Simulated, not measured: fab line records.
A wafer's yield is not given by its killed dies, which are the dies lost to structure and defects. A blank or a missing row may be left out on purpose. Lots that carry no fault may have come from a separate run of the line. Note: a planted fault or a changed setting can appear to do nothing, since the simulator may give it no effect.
Matching of chambers	flow n5Finfet	N5_HKMG_FIN_ALD_75 on aldHk-03: 4 sister chambers
The step deposits Al2O3, target thk 1 nm, co reactant pulse time 1 s. 8 wafers are shown with their chamber, then 7 later ones without.

## WAFERS, EACH WITH ITS CHAMBER
wafer	chamber	heaterPowerW (W)	precursorPulseHeightRel
L075.5	0	148	0.968
L078.1	0	145	0.991
L078.5	2	135	0.978
L079.2	3	141	1.022
L079.4	1	162	0.999
L079.6	2	135	1.016
L084.3	3	140	1.010
L084.4	1	162	0.959

## WAFERS WITHOUT THEIR CHAMBER
wafer	heaterPowerW (W)	precursorPulseHeightRel
L084.5	165	1.006
L088.2	142	0.977
L088.4	147	1.028
L088.6	141	1.023
L089.2	146	1.013
L089.4	138	0.999
L089.6	161	1.010

## WHICH CHAMBER EACH WENT THROUGH
wafer	from the rows above	in truth
L084.5	1	1
L088.2	can't be placed: 3 or 0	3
L088.4	0	0
L088.6	3	3
L089.2	0	0
L089.4	can't be placed: 3 or 2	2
L089.6	1	1
Placed correctly: 5 of 7. Cannot be placed on the basis of these rows: 2; the candidates contain the true chamber in 2. 0 placed wrongly.
How it was worked out, from the rows above alone: a wafer's distance from a chamber is the root of the sum, over the readings, of the square of ((its reading less the chamber's mean) divided by the reading's scatter). The wafer belongs to the nearest chamber; if the next one is less than 2 further off, it can't be placed. A chamber's mean is the mean of its shown wafers. The scatter: the root of (the sum of the squares of (reading less its chamber's mean) over the shown wafers, divided by (wafers less chambers)).
